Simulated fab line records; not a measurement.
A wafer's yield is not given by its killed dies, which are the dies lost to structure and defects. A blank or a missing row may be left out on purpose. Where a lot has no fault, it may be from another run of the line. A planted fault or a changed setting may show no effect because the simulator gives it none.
Lot-split experiment ; flow n5 finfet ; 7 lots, 39 wafers read, on a route of 1938 steps

## THE SPLIT ITSELF
At N5_HKMG_FIN_ETCH_32 (etches SOC in N2/H2, target depth 240 nm, time 300 s), the setting source w was moved away from the recipe's 840 W on 12 of the 39 wafers read, by -18.8% to +7.6%. For the rest of the wafers, this setting stayed at what the recipe calls for.

The reading is taken at the split's own step.

## THE READING
rf vpp V, in V, at N5_HKMG_FIN_ETCH_32 (etches SOC in N2/H2, target depth 240 nm, time 300 s). Fault-free wafers of this fab line usually give 524.1 V, standard deviation 2 V.

wafer;tool, chamber at the split;source w as run, W;against the recipe;rf vpp V, V;against lot-mates on the recipe
L077.1;rie diel-02, 2;840;recipe;527.1;-
L077.2;rie diel-02, 3;840;recipe;523.1;-
L077.3;rie diel-02, 1;840;recipe;524.4;-
L077.4;rie diel-02, 3;840;recipe;522.7;-
L077.5;rie diel-02, 1;840;recipe;526.2;-
L077.6;rie diel-02, 2;840;recipe;525.9;-
L081.1;rie diel-02, 0;729.3;-13.2%;550.5;+25.5
L081.2;rie diel-02, 2;840;recipe;527.7;-
L081.3;rie diel-02, 1;729.3;-13.2%;549.3;+24.3
L081.4;rie diel-02, 3;840;recipe;523.5;-
L081.5;rie diel-02, 3;840;recipe;523.9;-
L081.6;rie diel-02, 2;729.3;-13.2%;551.7;+26.7
L083.1;rie diel-01, 2;840;recipe;521.4;-
L083.2;rie diel-01, 3;904;+7.6%;513.1;-10.7
L083.3;rie diel-01, 1;840;recipe;525.8;-
L083.4;rie diel-01, 0;904;+7.6%;508.4;-15.4
L083.5;rie diel-01, 0;904;+7.6%;507.2;-16.6
L083.6;rie diel-01, 1;840;recipe;524.1;-
L089.1;rie diel-02, 1;840;recipe;523.2;-
L089.2;rie diel-02, 3;840;recipe;521.9;-
L089.6;rie diel-02, 0;840;recipe;525.8;-
L095.1;rie diel-01, 1;840;recipe;524.9;-
L095.2;rie diel-01, 0;697;-17.0%;554.5;+30.8
L095.3;rie diel-01, 2;697;-17.0%;554.1;+30.4
L095.4;rie diel-01, 3;697;-17.0%;559.1;+35.4
L095.5;rie diel-01, 2;840;recipe;520.5;-
L095.6;rie diel-01, 1;840;recipe;525.6;-
L096.1;rie diel-04, 0;840;recipe;524.3;-
L096.2;rie diel-04, 3;840;recipe;525.1;-
L096.3;rie diel-04, 1;840;recipe;523.9;-
L096.4;rie diel-04, 2;840;recipe;524.4;-
L096.5;rie diel-04, 0;840;recipe;523.4;-
L096.6;rie diel-04, 1;840;recipe;524.3;-
L097.1;rie diel-04, 3;682;-18.8%;561.5;+36.7
L097.2;rie diel-04, 1;840;recipe;525.1;-
L097.3;rie diel-04, 2;682;-18.8%;561.8;+37.0
L097.4;rie diel-04, 0;682;-18.8%;560.9;+36.1
L097.5;rie diel-04, 2;840;recipe;524.7;-
L097.6;rie diel-04, 1;840;recipe;524.5;-

FIT RESULTS
A straight line over all 39 wafers: rf vpp V changes by -1.93 V for each +1% of source w; r = -0.99; the points scatter about the line by 1.8 V.
The same after taking each lot's own level away (the mean of its wafers on the recipe; 39 wafers): -1.92 V for each +1%; r = -0.99; scatter 1.7 V.
On that fit, the largest move of source w shifts the reading by 36 V.
The lots' own levels span 523.63 to 525.03 V, that is 0.7 times the standard deviation above.
The two slopes agree, so the slope changes little with the lot-to-lot level.
Check: with one of the wafers moved furthest among these (-18.8%) left out of the fit, the line predicts +36 V for it against its lot-mates. Against them it came out at +36.7 V.
Tool readings at the split's step, against how far the setting was moved: rf vpp V r = -0.99.

## OTHER SPLITS APPLIED TO THESE WAFERS
Note: prior to the reading, these wafers also went through further splits. Each is held against what the fit with the lots' levels taken away leaves over:
other split on the same wafers;wafers away from the commonest value;r with rf vpp V (lot level and that fit taken away)
N5_DUMMY_GATE_HM_DEP_06 target thk a;27;-0.02
N5_DUMMY_GATE_ETCH_37 source w;18;+0.02
N5_DUMMY_GATE_ETCH_32 time s;12;+0.06

## THE WHOLE CHAIN: every reading that the file lists as answering this split, in the file's order
step;what it does;reading;change (the file's fit);r (the file's)
N5_HKMG_FIN_ETCH_32;etches SOC in N2/H2, target depth 240 nm, time 300 s;rf vpp V;-1.92 V for each +1% of the setting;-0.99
N5_HKMG_FIN_ETCH_32;etches SOC in N2/H2, target depth 240 nm, time 300 s;etch.depth nm (the simulator's own value, which no gauge read);+1.99 nm for each +1% of the setting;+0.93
N5_HKMG_FIN_ETCH_32;etches SOC in N2/H2, target depth 240 nm, time 300 s;HKMG_FIN.feature depth nm (the simulator's own value, which no gauge read);+1.99 nm for each +1% of the setting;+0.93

## THE FILE'S OWN FIT
rf vpp V changes by -1.92 V for each +1% of source w, r = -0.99.
